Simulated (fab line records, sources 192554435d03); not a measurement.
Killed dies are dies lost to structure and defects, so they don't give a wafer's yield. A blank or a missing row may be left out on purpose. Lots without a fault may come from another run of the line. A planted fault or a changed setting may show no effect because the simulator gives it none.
Split-lot experiment | flow n5_finfet | 7 lots, 21 wafers read, on a route of 1938 steps

THE SPLIT
At N5_SDB_COAT_03 (time 60 s, resist thk 100 nm), the setting spin_rpm was moved away from the recipe's 1500 rpm on 11 of the 21 wafers read, by -10.9% to +9.3%. The other wafers ran this setting at the recipe's value.

FROM THE SPLIT TO THE READING: what the file shows between them, 4 steps
- N5_SDB_COAT_04: time 60 s, resist thk 18 nm
- N5_SDB_COAT_05: resist thk 90 nm
- N5_SDB_DESCUM_16: chemistry O2, time 7.9 s
- N5_SDB_ETCH_17: etches SiARC in CF4, target depth 23.4 nm, time 39 s

THE READING
etch.depth_nm (the simulator's own value, which no gauge read), in nm, at N5_SDB_ETCH_18 (etches SOC in N2/H2, target depth 100 nm, overetch 20 nm, time 150 s). The file gives no usual value for it. The 10 wafers here that ran the recipe average 100.03 nm, standard deviation 0.3 nm.

wafer  | tool, chamber at the split | spin_rpm as run, rpm | against the recipe | etch.depth_nm, nm | against lot-mates on the recipe
L074.3 | litho_track-04, 0          | 1337                 | -10.9%             | 106.1             | no lot-mate on the recipe
L074.4 | litho_track-04, 0          | 1337                 | -10.9%             | 106.3             | no lot-mate on the recipe
L074.6 | litho_track-04, 0          | 1337                 | -10.9%             | 106               | no lot-mate on the recipe
L075.3 | litho_track-04, 0          | 1500                 | recipe             | 100.4             | -
L075.4 | litho_track-04, 0          | 1500                 | recipe             | 100.4             | -
L075.6 | litho_track-04, 0          | 1629                 | +8.6%              | 96.26             | -4.14
L082.2 | litho_track-02, 0          | 1500                 | recipe             | 99.65             | -
L082.3 | litho_track-02, 0          | 1500                 | recipe             | 99.83             | -
L082.5 | litho_track-02, 0          | 1607                 | +7.1%              | 96.31             | -3.43
L083.1 | litho_track-04, 0          | 1500                 | recipe             | 99.7              | -
L083.5 | litho_track-04, 0          | 1500                 | recipe             | 99.74             | -
L083.6 | litho_track-04, 0          | 1500                 | recipe             | 99.93             | -
L087.3 | litho_track-02, 0          | 1639                 | +9.3%              | 96.36             | -3.99
L087.4 | litho_track-02, 0          | 1500                 | recipe             | 100.3             | -
L087.6 | litho_track-02, 0          | 1500                 | recipe             | 100.4             | -
L091.2 | litho_track-04, 0          | 1365                 | -9.0%              | 104.8             | +4.83
L091.4 | litho_track-04, 0          | 1500                 | recipe             | 99.97             | -
L091.6 | litho_track-04, 0          | 1365                 | -9.0%              | 104.9             | +4.93
L092.4 | litho_track-05, 0          | 1356                 | -9.6%              | 105.3             | no lot-mate on the recipe
L092.5 | litho_track-05, 0          | 1356                 | -9.6%              | 104.8             | no lot-mate on the recipe
L092.6 | litho_track-05, 0          | 1356                 | -9.6%              | 105.1             | no lot-mate on the recipe

THE FIT
A straight line over all 21 wafers: etch.depth_nm changes by -0.511 nm for each +1% of spin_rpm; r = -0.99; the points scatter about the line by 0.39 nm.
The same after taking each lot's own level away (the mean of its wafers on the recipe; 15 wafers): -0.498 nm for each +1%; r = -1.00; scatter 0.22 nm.
On that fit, the largest move of spin_rpm shifts the reading by 5.4 nm.
The lots' own levels span 99.740 to 100.400 nm, that is 2.2 times the standard deviation above.
So the lot-to-lot level changes the slope little: the two slopes agree.
Check: with one of the wafers moved furthest among these (+9.3%) left out of the fit, the line predicts -4.7 nm for it against its lot-mates. It came out at -3.99 nm against them.

OTHER SPLITS ON THESE WAFERS
These wafers also went through other splits before the reading. Each is held against what the fit with the lots' levels taken away leaves over:
other split on the same wafers | wafers away from the commonest value | r with etch.depth_nm (lot level and that fit taken away)
N5_SD_EPI_N_PEB_07 peb_time_s  | 7                                    | -0.05

THE WHOLE CHAIN: every reading that the file lists as answering this split, in the file's order
step            | what it does                                                         | reading                                                                    | change (the file's fit)               | r (the file's)
N5_SDB_COAT_03  | time 60 s, resist thk 100 nm                                         | SOC_of_SDB_COAT_03.thk_nm (the simulator's own value, which no gauge read) | -0.48 nm for each +1% of the setting  | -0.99
N5_SDB_ETCH_18  | etches SOC in N2/H2, target depth 100 nm, overetch 20 nm, time 150 s | etch.depth_nm (the simulator's own value, which no gauge read)             | -0.483 nm for each +1% of the setting | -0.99
N5_SDB_STRIP_22 | strips in N2/H2                                                      | strip_time_to_endpoint_s                                                   | withheld for each +1% of the setting  | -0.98

THE FILE'S OWN FIT
etch.depth_nm changes by -0.483 nm for each +1% of spin_rpm, r = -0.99.
